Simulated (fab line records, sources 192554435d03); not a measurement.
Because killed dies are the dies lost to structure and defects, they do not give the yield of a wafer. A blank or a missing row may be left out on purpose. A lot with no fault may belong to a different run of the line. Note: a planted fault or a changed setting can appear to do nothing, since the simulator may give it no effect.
Matching of chambers | flow n5 finfet | 4 sister chambers for N5_BEOL_M0_SAQP_STRIP_86 on rie diel-02
The step strips in N2/H2. 14 wafers are shown with their chamber, then 7 later ones without.

== EACH WAFER AND ITS CHAMBER ==
wafer  | chamber | drypump motor current A (A) | throttle valve pct (%) | oes product au (a.u.)
L076.1 | 2       | 6.8                         | 19.1                   | 0.86
L076.4 | 3       | 6.5                         | 18.7                   | 0.78
L076.6 | 1       | 6.2                         | 19.9                   | 0.71
L077.2 | 1       | 6.2                         | 19.9                   | 0.71
L077.5 | 3       | 6.5                         | 18.8                   | 0.78
L077.6 | 2       | 6.8                         | 19.1                   | 0.86
L079.1 | 2       | 6.8                         | 19.1                   | 0.87
L079.2 | 3       | 6.5                         | 18.8                   | 0.79
L079.4 | 0       | 5.0                         | 19.1                   | 0.69
L080.1 | 3       | 6.5                         | 18.8                   | 0.78
L080.3 | 0       | 5.1                         | 19.1                   | 0.71
L080.4 | 1       | 6.2                         | 19.9                   | 0.70
L085.1 | 0       | 5.1                         | 19.1                   | 0.69
L085.4 | 0       | 5.0                         | 19.1                   | 0.69

SIGNATURES (means of the wafers above)
reading                 | chamber 0 | chamber 1 | chamber 2 | chamber 3 | scatter within a chamber
drypump motor current A | 5.050     | 6.200     | 6.800     | 6.500     | 0.0316
throttle valve pct      | 19.100    | 19.900    | 19.100    | 18.775    | 0.0274
oes product au          | 0.6950    | 0.7067    | 0.8633    | 0.7825    | 0.00713
Rule: distance of a wafer from a chamber = root of the sum over the readings of ((wafer's reading minus chamber's mean) / reading's scatter) squared. If the next closest chamber is less than 2 further off than the closest, the wafer can't be placed; otherwise it belongs to the closest. The scatter is the square root of a quotient: the sum, over the shown wafers, of each reading's squared deviation from its chamber's mean, divided by wafers minus chambers.

== WAFERS WHOSE CHAMBER IS MISSING ==
wafer  | drypump motor current A (A) | throttle valve pct (%) | oes product au (a.u.)
L085.5 | 6.5                         | 18.8                   | 0.77
L087.3 | 5.0                         | 19.2                   | 0.69
L087.4 | 5.1                         | 19.2                   | 0.70
L087.6 | 6.5                         | 18.8                   | 0.77
L097.1 | 6.2                         | 19.6                   | 0.91
L097.2 | 6.8                         | 19.2                   | 0.80
L097.6 | 5.0                         | 18.7                   | 0.98

== WHICH CHAMBER EACH ONE RAN IN ==
wafer  | from the rows above | in truth
L085.5 | 3                   | 3
L087.3 | 0                   | 0
L087.4 | 0                   | 0
L087.6 | 3                   | 3
L097.1 | 2                   | 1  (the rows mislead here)
L097.2 | 2                   | 2
L097.6 | 0                   | 0
6 of 7 placed correctly. From these rows, 0 cannot be placed. Placed wrongly: 1.
